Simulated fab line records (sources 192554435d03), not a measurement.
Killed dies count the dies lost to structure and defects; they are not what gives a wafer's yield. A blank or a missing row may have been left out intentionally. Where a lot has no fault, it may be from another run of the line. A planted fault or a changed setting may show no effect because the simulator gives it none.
Problem report in the 8D (eight disciplines) form, filled by code / flow n5Finfet / the parts of the form that need people (team, actions taken, sign-off) are left out

1. THE PROBLEM
Wafers without a fault read 150.1 W, standard deviation 0.44; biasW at N5_BEOL_M2_ETCH_64 reads a mean of 117.5 W on 6 wafers belonging to 2 lots. Relative to the usual mean, that is a shift of -74 standard deviations.
The step: etches SOC in N2/H2, target depth 75 nm, overetch 22.5 nm, time 121.9 s.
First seen on wafer L700.1, day 8 13:32, on rieDiel-06. The record has a number at this step for 27 wafers belonging to 9 lots. Rule for "out" (also "out of limits"): further than 4 standard deviations from the usual mean. The rest of the wafers with a number are treated as sound.

2. WHAT IT IS AND WHAT IT IS NOT
question=which readings at this step | is=biasW, rfVppV | is not=drypumpMotorCurrentA, oesProductAu, showerheadPlenumPTorr, throttleValvePct
question=which lots | is=L700, L702 | is not=L697, L699, L703, L707, L710, L712, L715
question=which wafers of those lots | is=all that have a number | is not=-
question=read on which tools | is=rieDiel-06 | is not=rieDiel-01, rieDiel-02
question=when | is=from day 8 13:32 | is not=up to then (6 sound wafers); but 15 sound wafers of L703, L707, L710, L712, L715 came after

3. WHAT RULES OUT EACH SUSPECT
Counting: any tool at a process step up to the reading is kept as a suspect provided that every lot that is out went through it and no sound lot did after the first of them.
- rieDiel-06 at N5_BEOL_M2_ETCH_63 (etches SiARC in CF4, target depth 15.6 nm, time 26 s): ruled out as a lasting fault. Sound lots L712, L715 ran on it after its first lot that is out, L700 (day 8 13:30).
- rieDiel-06 at N5_BEOL_M2_ETCH_64 (etches SOC in N2/H2, target depth 75 nm, overetch 22.5 nm, time 121.9 s): ruled out as a lasting fault. Sound lots L712, L715 ran on it after its first lot that is out, L700 (day 8 13:32).
Left after counting: nothing in the record.

4. THE CAUSE (what the simulator had put in)
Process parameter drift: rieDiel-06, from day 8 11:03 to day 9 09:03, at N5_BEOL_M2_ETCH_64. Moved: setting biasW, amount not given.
Counting ruled it out, wrongly.

5. SEQUENCE OF EFFECTS, ordered by route
Each row: a reading whose mean over the struck wafers that have a number lies more than 3 standard deviations from the usual. Readings are gone through only where the record gives a usual standard deviation; hours: the median, over the lots, of the time from a lot's start at the first step in this table giving one to that lot's start at this step; sigmas: the change measured in usual standard deviations.
hours=0; step=N5_BEOL_M2_ETCH_64; reading=biasW; usual=150.1 W; on struck wafers=117.5; change=-32.6; sigmas=-74
hours=0; step=N5_BEOL_M2_ETCH_64; reading=rfVppV; usual=523.4 V; on struck wafers=450.6; change=-72.8; sigmas=-30
The process steps in it:
- N5_BEOL_M2_ETCH_64: etches SOC in N2/H2, target depth 75 nm, overetch 22.5 nm, time 121.9 s.
Later measuring or inspecting steps at which every struck wafer that the step has a row for has a number for every such reading, and none has moved that far: N5_BEOL_M2_CD_MEAS_18, N5_BEOL_M4_RC_MEAS_101.

6. WHAT WOULD HAVE CAUGHT IT SOONER
First out-of-limits reading in this record: day 8 13:32, which is 2 hours after fault onset at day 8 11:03.
